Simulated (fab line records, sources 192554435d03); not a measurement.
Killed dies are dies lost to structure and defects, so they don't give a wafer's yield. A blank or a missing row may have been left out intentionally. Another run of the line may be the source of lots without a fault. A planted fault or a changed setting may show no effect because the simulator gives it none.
fab line records -- flow n5Finfet
[record] lots = 6, wafers = 18, lastDay = 17
route steps=1938 shown SD_EPI_P@303 BEOL_M4@1111 PASSIVATION@1936
lots that met no fault: from a run of the same line without faults
startH: hours from the record's opening day to when the first of the lot's shown wafers began -- waitH: hours from the lot's prior step to this one -- " repeats the value in the row above -- L1.1+2: one row covering several wafers at once -- - no value, or no start was given -- * or withheld: withheld -- < > ~ a bound
route shown NAME@n: names a module that has steps shown in the file, with the first one's number in the route -- usual: mean and standard deviation over wafers with no fault -- same: alike in all rows -- chamber/n: place in a boat -- sites: each site's reading -- _std_site: standard deviation of those values -- _edge_site: mean of outer sites minus mean of inner sites -- radiusMm: how far each site lies from the wafer's centre -- mask NAME#n: copy n -- behind: tool/chamber where the wafer was last shaped -- hold: the reason the lot was held/the length of the hold in hours/how it ended -- device: the transistor (n, p or np) that didn't switch -- end of line: tests run on the same wafers once the route is complete -- where a step has no rows: the recipe by itself -- killed: at the first sort, the dies lost to defects and structure; wafer yield is something else -- map: per-die view of a wafer (x killed, . not killed, _ where there is no die)
set.NAME: the setting that was run; set.NAME@STEP: the one run at that earlier step -- model.NAME: the simulator's own value behind a step, which no gauge read
lots seen at some steps along the route; tables by step, rows by wafer
services: from which hour (startH, from the record's first day; less than 0 if before it) a tool's chamber was out of use, for how many hours, and why
[[steps]]
[step N5_SD_EPI_P_CD_MEAS_09]
[recipe] targetCdNm = 240, landingEnergyEv = 500, detector = seInlens
[usual] cdNm = 239.3/0.75
lot.wafer,tool,chamber,startH,waitH,cdNm
L550.3,cdSem-02,0,81.53,-,239.6
L550.5,cdSem-02,0,81.53,-,238.9
L550.6,cdSem-02,0,81.53,-,240.0
L551.1,cdSem-01,0,83.73,-,240.0
L551.4,cdSem-01,0,83.73,-,240.6
L551.6,cdSem-01,0,83.73,-,239.8
L556.3,cdSem-02,0,118.42,-,239.2
L556.5,cdSem-02,0,118.42,-,240.3
L556.6,cdSem-02,0,118.42,-,239.7
L557.1,cdSem-03,0,127.14,-,240.0
L557.3,cdSem-03,0,127.14,-,240.2
L557.4,cdSem-03,0,127.14,-,240.0
L565.1,cdSem-02,0,172.23,-,240.0
L565.3,cdSem-02,0,172.23,-,240.3
L565.5,cdSem-02,0,172.23,-,239.4
L569.2,cdSem-03,0,191.73,-,239.2
L569.4,cdSem-03,0,191.73,-,238.8
L569.6,cdSem-03,0,191.73,-,240.2
[step N5_SD_EPI_P_OVL_MEAS_10]
[recipe] pointsPerWafer = 44
[usual] SD_P_BLK_OVL = 0.1/0.7
lot.wafer,tool,chamber,startH,waitH,SD_P_BLK_OVL[nm]
L550.3,overlay-02,0,81.56,0.0,0.5
L550.5,overlay-02,0,81.56,0.0,0.9
L550.6,overlay-02,0,81.56,0.0,-1.0
L551.1,overlay-01,0,83.77,0.0,0.8
L551.4,overlay-01,0,83.77,0.0,0.5
L551.6,overlay-01,0,83.77,0.0,-0.4
L556.3,overlay-02,0,118.45,0.0,0.0
L556.5,overlay-02,0,118.45,0.0,1.2
L556.6,overlay-02,0,118.45,0.0,-0.4
L557.1,overlay-01,0,127.17,0.0,-0.5
L557.3,overlay-01,0,127.17,0.0,0.1
L557.4,overlay-01,0,127.17,0.0,0.1
L565.1,overlay-01,0,172.26,0.0,-0.3
L565.3,overlay-01,0,172.26,0.0,0.7
L565.5,overlay-01,0,172.26,0.0,-0.7
L569.2,overlay-02,0,191.76,0.0,-0.9
L569.4,overlay-02,0,191.76,0.0,-0.8
L569.6,overlay-02,0,191.76,0.0,-1.0
[step N5_SD_EPI_P_INSPECT_11]
[recipe] mode = adi, inspectInstrument = macro
[usual] rawDefectCount = 1.9/1.4
lot.wafer,tool,chamber,startH,waitH,rawDefectCount
L550.3,defectInspect-02,-,81.58,0.0,1
L550.5,defectInspect-02,-,81.58,0.0,0
L550.6,defectInspect-02,-,81.58,0.0,5
L551.1,defectInspect-02,-,83.80,0.0,0
L551.4,defectInspect-02,-,83.80,0.0,1
L551.6,defectInspect-02,-,83.80,0.0,5
L556.3,defectInspect-01,-,118.48,0.0,0
L556.5,defectInspect-01,-,118.48,0.0,2
L556.6,defectInspect-01,-,118.48,0.0,3
L557.1,defectInspect-02,-,127.20,0.0,1
L557.3,defectInspect-02,-,127.20,0.0,0
L557.4,defectInspect-02,-,127.20,0.0,1
L565.1,defectInspect-01,-,172.29,0.0,4
L565.3,defectInspect-01,-,172.29,0.0,4
L565.5,defectInspect-01,-,172.29,0.0,3
L569.2,defectInspect-01,-,191.78,0.0,2
L569.4,defectInspect-01,-,191.78,0.0,3
L569.6,defectInspect-01,-,191.78,0.0,2
[step N5_SD_EPI_P_DESCUM_14]
[recipe] chemistry = O2, timeS = 7.9, sourcePowerW = 50, biasPowerW = 20, pressureMtorr = 20, rfFrequencyHz = 2.712e+07, tempC = 40, resist = CAR-ArF-block, o2FlowSccm = 225
[step N5_SD_EPI_P_ETCH_36]
[recipe] chemistry = CF4, target = SiARC, targetDepthA = 455, maskMaterial = CAR-ArF-block, timeS = 75.8, ionEnergyEv = 80, pressureMtorr = 40, sourceW = 545, biasW = 36, Ar_flow_sccm = 100, cf4FlowSccm = 100, ends = cleared
[usual] biasW = 35.99/0.11, cf4FlowSccm = 100.00/0.3, drypumpMotorCurrentA = 5.6/0.54, etchRfOnTimeS = 75.5/1.7, oesProductAu = 0.65/0.072, rfVppV = 184.1/1.3, showerheadPlenumPTorr = 2.14/0.075, throttleValvePct = 15.60/0.23
lot.wafer,tool,chamber,startH,waitH,biasW,cf4FlowSccm,drypumpMotorCurrentA,etchRfOnTimeS,oesProductAu,rfHoursCounterH,rfVppV,showerheadPlenumPTorr,throttleValvePct
L550.3,rieDiel-04,2,81.65,0.0,36.16,99.73,6.3,72.2,0.63,187,184.4,2.13,15.85
L550.5,rieDiel-04,1,81.65,0.0,35.82,100.19,5.0,75.3,0.64,-,182.6,2.06,15.54
L550.6,rieDiel-04,0,81.65,0.0,35.99,100.31,5.1,73.0,0.63,-,184.1,2.04,15.47
L551.1,rieDiel-03,1,83.87,0.0,35.72,100.19,4.9,75.9,0.79,12,184.3,2.27,15.66
L551.4,rieDiel-03,0,83.87,0.0,36.05,100.53,5.7,75.4,0.61,212,183.9,2.12,15.79
L551.6,rieDiel-03,1,83.87,0.0,35.97,100.19,4.9,75.7,0.79,-,184.0,2.27,15.66
L556.3,rieDiel-03,3,118.54,0.0,36.01,99.71,5.4,75.5,0.61,237,184.6,2.12,15.94
L556.5,rieDiel-03,2,118.54,0.0,36.18,99.92,6.6,75.8,0.67,-,184.7,2.21,15.45
L556.6,rieDiel-03,1,118.54,0.0,36.03,99.79,4.9,75.1,0.78,-,184.3,2.26,15.67
L557.1,rieDiel-05,1,127.75,0.0,36.12,100.11,5.8,80.1,0.59,220,184.7,2.03,15.52
L557.3,rieDiel-05,0,127.75,0.0,35.92,99.59,5.5,74.5,0.80,26,184.4,2.18,15.03
L557.4,rieDiel-05,3,127.75,0.0,35.94,100.02,5.0,73.8,0.60,-,183.2,2.10,15.35
L565.1,rieDiel-03,0,172.36,0.0,36.04,100.20,5.6,74.6,0.60,241,182.0,2.11,15.84
L565.3,rieDiel-03,1,172.36,0.0,36.05,100.43,4.9,75.6,0.74,41,187.2,2.26,15.70
L565.5,rieDiel-03,2,172.36,0.0,36.15,99.95,6.6,76.9,0.65,-,185.2,2.21,15.48
L569.2,rieDiel-05,0,192.26,0.0,35.90,100.14,5.5,75.0,0.77,48,183.7,2.17,15.08
L569.4,rieDiel-05,0,192.26,0.0,35.79,99.97,5.5,74.7,0.76,-,185.5,2.17,15.08
L569.6,rieDiel-05,1,192.26,0.0,35.89,100.43,5.8,80.0,0.57,-,183.0,2.02,15.59
[step N5_SD_EPI_P_ETCH_37]
[recipe] chemistry = N2/H2, target = SOC, overetchA = 1080, maskMaterial = SiARC, tempC = 40, ionEnergyEv = 100, sourceW = 3000, biasW = 133, pressureMtorr = 20, timeS = 486, n2FlowSccm = 200, h2FlowSccm = 200, ends = endPoint
[usual] biasW = 133.0/0.43, chamberPressureMTorr = 20.001/0.018, drypumpMotorCurrentA = 5.6/0.54, oesProductAu = 0.68/0.072, rfVppV = 240.6/1.5, showerheadPlenumPTorr = 2.54/0.095, throttleValvePct = 23.8/0.47
lot.wafer,tool,chamber,startH,waitH,biasW,chamberPressureMTorr,drypumpMotorCurrentA,oesProductAu,rfHoursCounterH,rfVppV,showerheadPlenumPTorr,throttleValvePct
L550.3,rieDiel-04,2,81.70,0.0,132.0,20.018,6.3,0.65,187,240.3,2.53,24.2
L550.5,rieDiel-04,1,81.70,0.0,133.4,20.030,5.0,0.66,-,238.8,2.43,23.8
L550.6,rieDiel-04,0,81.70,0.0,132.4,20.025,5.1,0.65,-,238.2,2.42,23.6
L551.1,rieDiel-03,1,83.92,0.0,133.6,20.017,4.9,0.82,12,241.8,2.71,24.3
L551.4,rieDiel-03,0,83.92,0.0,133.3,20.028,5.7,0.63,212,240.6,2.50,24.0
L551.6,rieDiel-03,1,83.92,0.0,133.2,19.988,4.9,0.83,-,243.5,2.71,24.3
L556.3,rieDiel-03,3,118.60,0.0,133.8,20.022,5.4,0.62,237,240.0,2.50,24.3
L556.5,rieDiel-03,2,118.60,0.0,132.4,19.988,6.6,0.70,-,242.9,2.63,23.4
L556.6,rieDiel-03,1,118.60,0.0,133.3,19.999,4.9,0.80,-,243.3,2.70,24.3
L557.1,rieDiel-05,1,127.80,0.0,132.9,19.976,5.8,0.64,221,238.9,2.42,24.2
L557.3,rieDiel-05,0,127.80,0.0,133.5,19.999,5.5,0.82,26,240.9,2.57,22.9
L557.4,rieDiel-05,3,127.80,0.0,133.3,20.031,5.0,0.62,-,241.2,2.50,23.4
L565.1,rieDiel-03,0,172.41,0.0,133.5,20.017,5.7,0.62,241,238.7,2.49,24.0
L565.3,rieDiel-03,1,172.41,0.0,133.4,19.999,4.9,0.77,41,242.8,2.70,24.3
L565.5,rieDiel-03,2,172.41,0.0,133.1,19.988,6.6,0.69,-,241.6,2.62,23.4
L569.2,rieDiel-05,0,192.31,0.0,133.3,19.995,5.5,0.78,48,243.0,2.57,22.9
L569.4,rieDiel-05,0,192.31,0.0,133.7,20.002,5.6,0.79,-,242.2,2.56,22.9
L569.6,rieDiel-05,1,192.31,0.0,133.8,20.015,5.8,0.63,-,238.5,2.41,24.2
[step N5_SD_EPI_P_STRIP_38]
[recipe] chemistry = N2/H2, tempC = 40, n2FlowSccm = 200, h2FlowSccm = 200, rfFrequencyHz = 6e+07
[step N5_SD_EPI_P_ETCHBACK_46]
[recipe] chemistry = CH3F/O2, mode = anisotropicEtchback, target = SiNx, targetDepthA = 175, stopOn = SiO2, overEtchFrac = 0.3, ionEnergyEv = 120, pressureMtorr = 30, sourceW = 395, biasW = 73, Ar_flow_sccm = 150, CH3F_flow_sccm = 30, O2_flow_sccm = 20
[step N5_SD_EPI_P_ETCH_47]
[recipe] chemistry = CH3F/O2, target = SiOCN, targetDepthA = 250, maskMaterial = SOC, ionEnergyEv = 60, biasW = 29, pressureMtorr = 30, sourceW = 410, Ar_flow_sccm = 150, CH3F_flow_sccm = 30, O2_flow_sccm = 20
[step N5_SD_EPI_P_ETCH_16]
[recipe] chemistry = CHF3/O2, target = SiO2, targetDepthA = 50, maskMaterial = SOC, pressureMtorr = 30, sourceW = 650, biasW = 170, Ar_flow_sccm = 200, CHF3_flow_sccm = 50, O2_flow_sccm = 5, ionEnergyEv = 200
[usual] CHF3_flow_sccm = 49.99/0.15, O2_flow_sccm = 5.001/0.015, drypumpMotorCurrentA = 5.6/0.54, oesProductAu = 0.76/0.084, rfVppV = 518/9, showerheadPlenumPTorr = 2.41/0.086, throttleValvePct = 18.86/0.23
lot.wafer,tool,chamber,startH,waitH,CHF3_flow_sccm,O2_flow_sccm,drypumpMotorCurrentA,oesProductAu,rfHoursCounterH,rfVppV,showerheadPlenumPTorr,throttleValvePct
L550.3,rieDiel-04,2,82.23,0.1,49.70,4.997,6.3,0.73,188,507,2.38,19.08
L550.5,rieDiel-04,1,82.23,0.1,49.97,5.020,5.0,0.75,-,507,2.32,18.86
L550.6,rieDiel-04,0,82.23,0.1,50.07,4.992,5.1,0.74,-,532,2.29,18.71
L551.1,rieDiel-03,1,84.45,0.1,49.96,5.017,4.9,0.92,12,528,2.55,18.99
L551.4,rieDiel-03,0,84.45,0.1,49.83,4.975,5.6,0.70,212,510,2.38,19.02
L551.6,rieDiel-03,1,84.45,0.1,50.03,5.003,4.9,0.92,-,529,2.55,18.99
L556.3,rieDiel-03,3,119.13,0.1,50.01,5.030,5.4,0.70,237,514,2.38,19.20
L556.5,rieDiel-03,2,119.13,0.1,49.80,4.988,6.6,0.78,-,526,2.50,18.76
L556.6,rieDiel-03,1,119.13,0.1,50.04,4.991,4.9,0.91,-,527,2.54,19.03
L557.1,rieDiel-05,1,128.33,0.1,49.90,4.990,5.8,0.70,221,521,2.29,18.86
L557.3,rieDiel-05,0,128.33,0.1,50.18,5.024,5.5,0.92,26,524,2.46,18.35
L557.4,rieDiel-05,3,128.33,0.1,49.88,4.993,5.0,0.70,-,507,2.37,18.60
L565.1,rieDiel-03,0,172.94,0.1,50.05,5.005,5.7,0.69,242,510,2.37,19.07
L565.3,rieDiel-03,1,172.94,0.1,50.17,5.007,4.9,0.87,41,528,2.54,19.05
L565.5,rieDiel-03,2,172.94,0.1,49.94,5.014,6.6,0.77,-,527,2.50,18.80
L569.2,rieDiel-05,0,192.84,0.1,50.09,5.001,5.5,0.88,48,523,2.45,18.38
L569.4,rieDiel-05,0,192.84,0.1,50.15,4.992,5.5,0.88,-,523,2.45,18.38
L569.6,rieDiel-05,1,192.84,0.1,49.89,5.009,5.8,0.68,-,520,2.29,18.89
[step N5_SD_EPI_P_STRIP_50]
[recipe] chemistry = CHF3/O2, resist = SiARC, rfFrequencyHz = 6e+07
[step N5_SD_EPI_P_SD_RECESS_17]
[recipe] chemistry = HBr/Cl2/O2, targetDepthA = 391, btTimeS = 3, pressureMtorr = 10, icpW = 800, biasW = 112, HBr_flow_sccm = 150, Cl2_flow_sccm = 80, O2_flow_sccm = 12
[usual] drypumpMotorCurrentA = 5.9/0.47, oesProductAu = 0.995/0.016, throttleValvePct = 37.0/0.39
lot.wafer,tool,chamber,startH,waitH,drypumpMotorCurrentA,oesProductAu,rfHoursCounterH,throttleValvePct
L550.3,rieSi-01,3,82.30,0.0,5.7,0.974,160,37.4
L550.5,rieSi-01,3,82.30,0.0,5.7,0.973,-,37.4
L550.6,rieSi-01,2,82.30,0.0,5.5,0.982,-,36.5
L551.1,rieSi-01,3,84.52,0.0,5.7,0.974,160,37.4
L551.4,rieSi-01,3,84.52,0.0,5.7,0.980,-,37.4
L551.6,rieSi-01,0,84.52,0.0,6.7,1.003,-,37.1
L556.3,rieSi-01,0,119.20,0.0,6.7,1.002,131,37.1
L556.5,rieSi-01,3,119.20,0.0,5.7,0.977,-,37.4
L556.6,rieSi-01,2,119.20,0.0,5.5,0.987,-,36.5
L557.1,rieSi-06,3,128.40,0.0,5.3,0.990,5,36.9
L557.3,rieSi-06,1,128.40,0.0,6.1,1.004,18,37.3
L557.4,rieSi-06,3,128.40,0.0,5.3,0.979,-,36.9
L565.1,rieSi-05,1,173.01,0.0,5.9,1.025,10,36.4
L565.3,rieSi-05,3,173.01,0.0,5.7,0.982,187,36.9
L565.5,rieSi-05,3,173.01,0.0,5.7,0.977,-,36.9
L569.2,rieSi-01,0,192.91,0.0,6.8,1.006,133,37.1
L569.4,rieSi-01,1,192.91,0.0,5.2,1.018,182,37.2
L569.6,rieSi-01,3,192.91,0.0,5.7,0.982,-,37.4
[step N5_SD_EPI_P_WET_ETCH_45]
[recipe] chemistry = dHF, dilution = withheld, timeS = 10.7, target = SiO2, targetDepthA = 20, tempC = 25, dry = ipaMarangoni, rinseTimeS = 30, rinseTempC = 23
[usual] rinseTempC = 23.01/0.11, rinseTimeS = 30/0
lot.wafer,tool,chamber,startH,waitH,rinseTempC,rinseTimeS
L550.3,wetBench-04,6,82.40,0.1,23.11,30
L550.5,wetBench-04,7,82.40,0.1,23.04,30
L550.6,wetBench-04,0,82.40,0.1,22.93,30
L551.1,wetBench-03,2,84.61,0.1,22.91,30
L551.4,wetBench-03,6,84.61,0.1,23.01,30
L551.6,wetBench-03,5,84.61,0.1,22.93,30
L556.3,wetBench-04,3,119.29,0.1,-,-
L556.5,wetBench-04,2,119.29,0.1,-,-
L556.6,wetBench-04,4,119.29,0.1,-,-
L557.1,wetBench-03,4,128.49,0.1,-,-
L557.3,wetBench-03,0,128.49,0.1,-,-
L557.4,wetBench-03,5,128.49,0.1,-,-
L565.1,wetBench-03,4,173.10,0.1,22.92,30
L565.3,wetBench-03,5,173.10,0.1,22.93,30
L565.5,wetBench-03,6,173.10,0.1,22.93,30
L569.2,wetBench-03,3,193.00,0.1,22.91,30
L569.4,wetBench-03,2,193.00,0.1,22.96,30
L569.6,wetBench-03,6,193.00,0.1,23.00,30
[step N5_SD_EPI_P_STRIP_40]
[recipe] chemistry = N2/H2, powerW = 1000, tempC = 250, h2Frac = 0.65, overashFraction = 0.3, pressureMtorr = withheld, n2FlowSccm = 1750, h2FlowSccm = 3250
[usual] drypumpMotorCurrentA = 5.5/0.49, heaterPowerW = 308/10, oesProductAu = 0.760/0.011
[same] overashFraction = 0.3
lot.wafer,tool,chamber,startH,waitH,drypumpMotorCurrentA,heaterPowerW,oesProductAu,rfHoursCounterH
L550.3,plasmaAsher-01,1,82.47,0.0,5.6,310,0.775,-
L550.5,plasmaAsher-01,1,82.47,0.0,5.6,305,0.764,-
L550.6,plasmaAsher-01,0,82.47,0.0,5.0,320,0.770,-
L551.1,plasmaAsher-02,0,84.66,0.0,6.4,300,0.753,88
L551.4,plasmaAsher-02,1,84.66,0.0,5.5,293,0.756,-
L551.6,plasmaAsher-02,1,84.66,0.0,5.5,300,0.780,-
L556.3,plasmaAsher-02,0,119.36,0.0,6.4,302,0.770,-
L556.5,plasmaAsher-02,0,119.36,0.0,6.4,307,0.752,-
L556.6,plasmaAsher-02,1,119.36,0.0,5.5,294,0.776,-
L557.1,plasmaAsher-02,1,128.54,0.0,5.5,299,0.775,97
L557.3,plasmaAsher-02,1,128.54,0.0,5.5,301,0.766,-
L557.4,plasmaAsher-02,0,128.54,0.0,6.4,306,0.764,-
L565.1,plasmaAsher-01,1,173.15,0.0,5.6,303,0.762,58
L565.3,plasmaAsher-01,1,173.15,0.0,5.6,298,0.750,-
L565.5,plasmaAsher-01,1,173.15,0.0,5.5,304,0.763,-
L569.2,plasmaAsher-01,0,193.05,0.0,5.0,317,0.771,62
L569.4,plasmaAsher-01,0,193.05,0.0,5.0,320,0.749,-
L569.6,plasmaAsher-01,0,193.05,0.0,5.0,319,0.763,-
[step N5_BEOL_M4_RC_MEAS_101]
[usual] DIBL_N = 36.1/1.5, DIBL_P = 36.1/1.9, IOFF_N = 0.159/0.029, IOFF_P = 0.21/0.038, ION_N = 675/11, ION_P = 464/8.1, SS_N = 71.5/0.57, SS_P = 73.3/0.64, VT_N = 249/3.1, VT_P = -250/3.8
lot.wafer,tool,chamber,startH,waitH,DIBL_N[mV/V],DIBL_P[mV/V],IOFF_N[nA/um],IOFF_P[nA/um],ION_N[uA/um],ION_P[uA/um],SS_N[mV/dec],SS_P[mV/dec],VT_N[mV],VT_P[mV]
L550.3,prober-02,0,193.20,0.4,33.5,33.5,0.125,0.17,664,457,71.5,72.7,251,-256
L550.5,prober-02,0,193.20,0.4,35.7,34.8,0.148,0.19,676,462,71.3,73.4,252,-253
L550.6,prober-02,0,193.20,0.4,32.4,32.2,0.111,0.16,666,458,70.1,72.4,253,-253
L551.1,prober-01,0,194.50,0.0,34.2,33.8,0.128,0.17,677,464,70.9,72.9,250,-252
L551.4,prober-01,0,194.50,0.0,33.7,32.9,0.117,0.17,657,451,71.3,72.1,254,-253
L551.6,prober-01,0,194.50,0.0,34.5,35.0,0.151,0.21,686,471,71.1,73.0,251,-249
L556.3,prober-01,0,221.56,0.3,33.0,31.6,0.120,0.16,654,450,70.6,71.8,255,-253
L556.5,prober-01,0,221.56,0.3,33.5,32.3,0.127,0.15,669,453,71.7,71.9,253,-254
L556.6,prober-01,0,221.56,0.3,35.3,35.2,0.160,0.20,673,463,71.2,73.6,249,-249
L557.1,prober-01,0,226.72,0.0,35.2,33.6,0.148,0.21,674,462,71.2,73.0,250,-248
L557.3,prober-01,0,226.72,0.0,38.9,37.4,0.232,0.28,695,471,72.1,74.6,242,-242
L557.4,prober-01,0,226.72,0.0,37.5,36.1,0.194,0.26,686,474,72.1,74.0,246,-245
L565.1,prober-01,0,276.70,0.0,35.8,37.2,0.159,0.21,658,458,72.3,74.1,251,-249
L565.3,prober-01,0,276.70,0.0,36.3,38.5,0.176,0.22,674,462,71.9,73.8,248,-250
L565.5,prober-01,0,276.70,0.0,35.2,36.8,0.160,0.19,668,456,71.5,73.5,251,-251
L569.2,prober-01,0,321.60,0.2,36.2,37.9,0.192,0.27,679,475,71.6,74.0,246,-244
L569.4,prober-01,0,321.60,0.2,34.7,35.0,0.153,0.21,683,473,71.3,73.3,249,-250
L569.6,prober-01,0,321.60,0.2,36.2,36.5,0.183,0.23,682,463,71.3,74.1,248,-248
[step N5_PASSIVATION_PROBE_49]
[usual] defectLimitedYield = 91.5/1.6, killed_at_M0_to_M3 = 33/10, killed_at_M4_up = 13/5.6, killedAtContacts = 13/6, killedAtFrontEnd = 39/12, killedAtOther = 3.0/2.8, killedDies = 101/19, killedOpen = 65/13, killedShort = 32/8.3, sort_bin_5_function = 5.0/1, sort_bin_6_memory = 3.1/0.69, sortNPass = 1079/19, sortYieldPct = 91.5/1.6
[same] grossDies = 1180, killedAtBackSide = 0, sort_bin_4_leakage[%] = 0, sort_bin_8_speed[%] = 0
lot.wafer,tool,chamber,startH,waitH,defectLimitedYield[%],killed_at_M0_to_M3,killed_at_M4_up,killedAtContacts,killedAtFrontEnd,killedAtOther,killedDies,killedOpen,killedShort,sort_bin_5_function[%],sort_bin_6_memory[%],sortNPass,sortYieldPct[%]
L556.3,prober-01,-,327.29,0.1,91.5,22,17,10,51,0,100,57,32,5.0,2.5,1080,91.5
L556.5,prober-01,-,327.39,0.2,92.1,26,8,10,47,2,93,60,31,4.7,2.8,1087,92.1
L556.6,prober-01,-,327.44,0.3,90.2,26,16,14,59,1,116,71,41,5.2,4.1,1064,90.2
L557.1,prober-02,-,338.38,0.0,89.2,55,13,1,54,4,127,83,28,5.4,3.9,1053,89.2
L557.3,prober-02,-,338.48,0.1,92.4,46,11,6,27,0,90,58,30,4.7,2.6,1090,92.4
L557.4,prober-02,-,338.53,0.2,92.3,48,12,5,24,2,91,60,27,4.8,2.7,1089,92.3
// killed by level:class
L556.3 DUMMY_GATE:geometricParticle:open=12 HKMG_FIN:areaEtch=8 STI_FIN_REVEAL:geometricParticle:open=7 FIN_SAQP:geometricParticle:short=6 MOL_CONTACT_COAG:geometricParticle:open=6 BEOL_M0_SAQP:geometricParticle:short=6 BEOL_M1:geometricParticle:open=6 GATE_CUT:geometricParticle:short=5
L556.5 STI_FIN_REVEAL:geometricParticle:open=16 FIN_SAQP:geometricParticle:open=10 FIN_SAQP:geometricParticle:short=6 MOL_CONTACT_COAG:geometricParticle:open=6 BEOL_M3:geometricParticle:open=6 BEOL_M0_SAQP:geometricParticle:short=5 STI_FIN_REVEAL:geometricParticle:short=4 STARTING-WAFER:geometricParticle:short=4
L556.6 STI_FIN_REVEAL:geometricParticle:open=18 FIN_SAQP:geometricParticle:short=13 MOL_CONTACT_COAG:geometricParticle:open=11 DUMMY_GATE:geometricParticle:open=7 BEOL_M0_SAQP:geometricParticle:short=7 FIN_SAQP:geometricParticle:open=5 STI_FIN_REVEAL:geometricParticle:short=5 BEOL_M2:geometricParticle:open=5
L557.1 BEOL_M2:geometricParticle:open=16 HKMG_FIN:areaEtch=12 BEOL_M0_SAQP:geometricParticle:open=10 BEOL_M1:geometricParticle:open=9 BEOL_M3:geometricParticle:open=9 FIN_SAQP:geometricParticle:open=8 DUMMY_GATE:geometricParticle:open=8 FIN_SAQP:geometricParticle:short=5
L557.3 BEOL_M0_SAQP:geometricParticle:open=12 BEOL_M0_SAQP:geometricParticle:short=10 BEOL_M1:geometricParticle:open=8 BEOL_M4:geometricParticle:open=7 FIN_SAQP:geometricParticle:short=6 BEOL_M2:geometricParticle:open=6 GATE_CUT:geometricParticle:short=5 BEOL_M3:geometricParticle:open=5
L557.4 BEOL_M2:geometricParticle:open=16 BEOL_M3:geometricParticle:open=10 FIN_SAQP:geometricParticle:open=6 BEOL_M2:geometricParticle:short=5 MOL_CONTACT_COAG:geometricParticle:open=4 BEOL_M0_SAQP:geometricParticle:short=4 BEOL_M1:geometricParticle:open=4 BEOL_M4:geometricParticle:open=4
[[services]]
tool,chamber,startH,hours,kind
rieSi-01,3,63.25,2.8,repair
wetBench-03,-,72.72,1.0,repair
rieSi-01,1,72.85,15.0,repair
rieSi-06,3,118.00,4.1,repair
rieSi-06,2,122.09,-,clean
rieSi-06,2,122.09,12.8,scheduledDown
rieSi-06,2,122.09,12.8,ventCycle
plasmaAsher-02,-,134.73,1.1,repair
rieSi-05,2,142.00,35.5,repair
rieSi-01,1,145.51,2.4,repair
rieSi-06,3,146.01,1.5,repair
rieSi-05,-,149.31,2.8,pm
rieDiel-03,3,162.99,-,clean
rieDiel-03,3,162.99,-,consumableReplace:focusRing
rieDiel-03,3,162.99,17.8,scheduledDown
rieDiel-03,3,162.99,17.8,ventCycle
rieDiel-05,3,180.01,-,clean
rieDiel-05,3,180.01,-,consumableReplace:focusRing
rieDiel-05,3,180.01,23.3,scheduledDown
rieDiel-05,3,180.01,23.3,ventCycle
rieDiel-04,1,183.48,4.8,repair
[[key]]
[firstSign] step = N5_SD_EPI_P_WET_ETCH_45, reading = toolRecord, direction = missing
effect none on later readings
metAt N5_SD_EPI_P_WET_ETCH_45
struckWafers L556.3,L556.5,L556.6,L557.1,L557.3,L557.4
[baselineLoss] step = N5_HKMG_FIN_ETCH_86, wafers = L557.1
onsetBetween 84.61 119.29
[fault] kind = skippedStepWhole, tool = wetBench-03,wetBench-04, chamber = -, onsetH = 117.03, steps = N5_SD_EPI_P_WET_ETCH_45, scope = struckLotsOnly
// baselineLoss: these wafers lose ten dies or more at that step, a loss of the line's own and not of a fault; the sort's usual values leave them out
